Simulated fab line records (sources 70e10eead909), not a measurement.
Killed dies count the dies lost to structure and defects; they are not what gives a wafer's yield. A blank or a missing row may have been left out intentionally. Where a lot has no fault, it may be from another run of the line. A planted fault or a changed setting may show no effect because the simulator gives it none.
Matching of chambers ; flow nandHarc ; 3 sister chambers for NHARC_A_M1_PRE_CLEAN_32 on pecvd-02
The step time 12 s. 18 wafers are shown with their chamber, then 9 later ones without.

== EACH WAFER AND ITS CHAMBER ==
wafer;chamber;heaterPowerW (W)
L076.2;0;569
L076.3;1;645
L076.5;2;552
L082.2;1;652
L082.3;0;592
L082.4;0;581
L082.1;2;553
L082.5;2;551
L082.6;1;644
L087.2;1;694
L087.3;2;542
L087.4;1;711
L087.1;0;512
L087.5;0;527
L087.6;2;532
L091.1;1;747
L091.3;0;563
L091.5;0;573

SIGNATURES (means of the wafers above)
reading;chamber 0;chamber 1;chamber 2;scatter within a chamber
heaterPowerW;559.57;682.17;546.00;30.9
Rule: a wafer lies at a distance from a chamber equal to the root of the sum of squares, over the readings, of (its reading less the chamber's mean, divided by the reading's scatter). The wafer belongs to the nearest chamber; if the next one is less than 2 further off, it can't be placed. The scatter: the root of (the sum of the squares of (reading less its chamber's mean) over the shown wafers, divided by (wafers less chambers)).

== WAFERS MISSING THEIR CHAMBER ==
wafer;heaterPowerW (W)
L092.1;595
L092.3;473
L092.5;720
L093.3;503
L093.4;488
L093.5;743
L097.3;490
L097.4;498
L097.5;549

== THE CHAMBER EACH PASSED THROUGH ==
wafer;from the rows above;in truth
L092.1;can't be placed: 0 or 2 or 1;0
L092.3;can't be placed: 2 or 0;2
L092.5;1;1
L093.3;can't be placed: 2 or 0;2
L093.4;can't be placed: 2 or 0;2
L093.5;1;1
L097.3;can't be placed: 2 or 0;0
L097.4;can't be placed: 2 or 0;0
L097.5;can't be placed: 2 or 0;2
2 of 9 placed correctly. From these rows, 7 cannot be placed; in 7 the true chamber is one of the candidates. Number placed wrongly: 0.
